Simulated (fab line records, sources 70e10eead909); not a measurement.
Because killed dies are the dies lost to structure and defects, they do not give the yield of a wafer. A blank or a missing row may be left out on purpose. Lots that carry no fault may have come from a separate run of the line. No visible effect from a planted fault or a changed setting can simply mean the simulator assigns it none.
A struck lot beside a sound one    flow nand-harc    41 out of 1302 route steps
Sound: the wafers L990.1, L990.2, L990.4. Wafers struck: L104.1, L104.2, L104.5. Last of all comes the cause.
At each step with rows: each side's tool, then ch and its chambers, then its first start. Under that, the readings that differ: sound wafers    struck wafers    difference of the means    sigmas: that difference in standard deviations of wafers without a fault.
alike: same words and numbers on both sides, and readings whose means sit less than 2 such deviations apart. not compared: any withheld reading, any reading some wafer has no value for, any bound like >300 that may hide the same value, and any number with overlapping values for which the record gives no deviation.
The two part at a step that has a row with sigmas, a row that says differs or no value, or rows on one side only. When numbers do not overlap yet have no deviation, they are printed without sigmas and do not part them. A reading that every wafer of one side lacks parts them only if that side has two wafers or more.

first, 2 steps without rows for these wafers: NHARC_A_STAIRCASE_HARDBAKE_218 (time 140 s); NHARC_A_STAIRCASE_DESCUM_219 (chemistry O2, time 3 s).
NHARC_A_STAIRCASE_TRIM_220: chemistry O2, time 211.2 s.
  sound on rie-diel-02 ch 0,2,3, day 16 22:18; struck on rie-diel-02 ch 1,2,3, day 22 19:31
  alike: drypump-motor-current-A, oes-product-au, rf-vpp-V, showerhead-plenum-p-Torr, throttle-valve-pct
  not compared: rf-hours-counter-h
then, 2 steps without rows for these wafers: NHARC_A_STAIRCASE_ETCH_221 (etches the open film in C4F8/O2, target depth 100 nm, time 40.5 s); NHARC_A_STAIRCASE_TRIM_222 (chemistry O2, time 211.2 s).
NHARC_A_STAIRCASE_ETCH_223: etches the open film in C4F8/O2, target depth 100 nm, time 40.5 s.
  sound: rie-diel-02 ch 1,2,3; struck: rie-diel-02 ch 2,3
  alike: oes-product-au, rf-vpp-V
  not compared: rf-hours-counter-h
then, 5 steps without rows for these wafers: NHARC_A_STAIRCASE_TRIM_224 (chemistry O2, time 211.2 s); NHARC_A_STAIRCASE_ETCH_225 (etches the open film in C4F8/O2, target depth 100 nm, time 40.5 s); NHARC_A_STAIRCASE_TRIM_226 (chemistry O2, time 211.2 s); NHARC_A_STAIRCASE_ETCH_227 (etches the open film in C4F8/O2, target depth 100 nm, time 40.5 s); NHARC_A_STAIRCASE_TRIM_229 (chemistry O2, time 211.2 s).
NHARC_A_STAIRCASE_ETCH_230: etches the open film in C4F8/O2, target depth 100 nm, time 40.5 s.
  sound on rie-diel-02 ch 1,2,3, day 16 23:45; struck on rie-diel-11 ch 1,3, day 22 20:45
reading                sound              struck             difference  sigmas
oes-product-au (a.u.)  0.936 0.936 0.941  0.982 0.980 0.973  +0.041      +2
  alike: rf-vpp-V
  not compared: rf-hours-counter-h
then, 20 steps without rows for these wafers: NHARC_A_STAIRCASE_TRIM_231 (chemistry O2, time 211.2 s); NHARC_A_STAIRCASE_ETCH_232 (etches the open film in C4F8/O2, target depth 100 nm, time 40.5 s); NHARC_A_STAIRCASE_TRIM_233 (chemistry O2, time 211.2 s); NHARC_A_STAIRCASE_ETCH_234 (etches the open film in C4F8/O2, target depth 100 nm, time 40.5 s); NHARC_A_STAIRCASE_TRIM_235 (chemistry O2, time 211.2 s); NHARC_A_STAIRCASE_ETCH_236 (etches the open film in C4F8/O2, target depth 100 nm, time 40.5 s); NHARC_A_STAIRCASE_STRIP_238 (strips in O2); NHARC_A_STAIRCASE_STRIP_239 (strips in SPM, time 900 s); NHARC_A_STAIRCASE_PRECLEAN_240 (cleans in SC1); NHARC_A_STAIRCASE_SRD_241; NHARC_A_STAIRCASE_DEHYDRATE_242 (time 120 s); NHARC_A_STAIRCASE_HMDS_243 (time 30 s); NHARC_A_STAIRCASE_COAT_244; NHARC_A_STAIRCASE_SOFTBAKE_245 (time 170 s); NHARC_A_STAIRCASE_EBR_246; NHARC_A_STAIRCASE_EXPOSE_247 (exposes mask SDS 1); NHARC_A_STAIRCASE_PEB_248 (peb time 130 s); NHARC_A_STAIRCASE_DEVELOP_249 (time 140 s); NHARC_A_STAIRCASE_HARDBAKE_251 (time 140 s); NHARC_A_STAIRCASE_DESCUM_252 (chemistry O2, time 3 s).
NHARC_A_STAIRCASE_ETCH_253: etches the open film in C4F8/O2, target depth 50 nm, time 20.2 s.
  sound on rie-diel-02 ch 1,2,3, day 17 02:20; struck on rie-diel-03 ch 0,2,3, day 22 23:21
reading                sound              struck             difference  sigmas
oes-product-au (a.u.)  0.944 0.975 0.970  0.929 0.929 0.917  -0.038      -2
  alike: rf-vpp-V
  not compared: rf-hours-counter-h
then, 4 steps without rows for these wafers: NHARC_A_STAIRCASE_STRIP_254 (strips in O2); NHARC_A_STAIRCASE_STRIP_255 (strips in SPM, time 900 s); NHARC_A_STAIRCASE_PRECLEAN_256 (cleans in SC1); NHARC_A_STAIRCASE_SRD_257.
NHARC_A_STAIRCASE_HM_DEP_456: deposits aC, target thk 3100 nm.
  sound on acl-dep-01 ch 0, day 17 05:37; struck on acl-dep-01 ch 0, day 23 00:34
  alike: throttle-valve-pct
NHARC_A_STAIRCASE_DEP_259: deposits SiON, target thk 30 nm.
  sound on pecvd-04 ch 0,1, day 17 07:29; struck on pecvd-04 ch 1,2, day 23 02:27
  alike: heater-power-w
-- record jumps: 3 days separate the struck wafers' starts on either side; left off in module A_STAIRCASE, taken up again in module A_SGD_CUT, whose first shown step is the route's number 890 --
NHARC_A_SGD_CUT_DEP_00: deposits SiNx, target thk 50 nm.
  sound on pecvd-02 ch 0,2, day 20 01:02; struck on pecvd-03 ch 1,2, day 25 18:05
reading  sound  struck                                                                      difference                    sigmas
hold     - - -  await-dispo/2.4h/release await-dispo/2.4h/release await-dispo/2.4h/release  no value on the sound wafers  
  alike: heater-power-w
-- break in the record here, with 6 days between the starts of the struck wafers on either side (left off in module A_SGD_CUT, picked up again in module END, where the first step shown is number 1302 on the route) --
NHARC_END_SORT_01:
  at this point the record logs the struck wafers (prober-01 ch 0, day 31 07:31) and has no rows for the sound ones

== WHERE THEY PART ==
At NHARC_A_STAIRCASE_ETCH_230 first; at NHARC_END_SORT_01 last (within this record only).

WHY: the cause the simulator had injected
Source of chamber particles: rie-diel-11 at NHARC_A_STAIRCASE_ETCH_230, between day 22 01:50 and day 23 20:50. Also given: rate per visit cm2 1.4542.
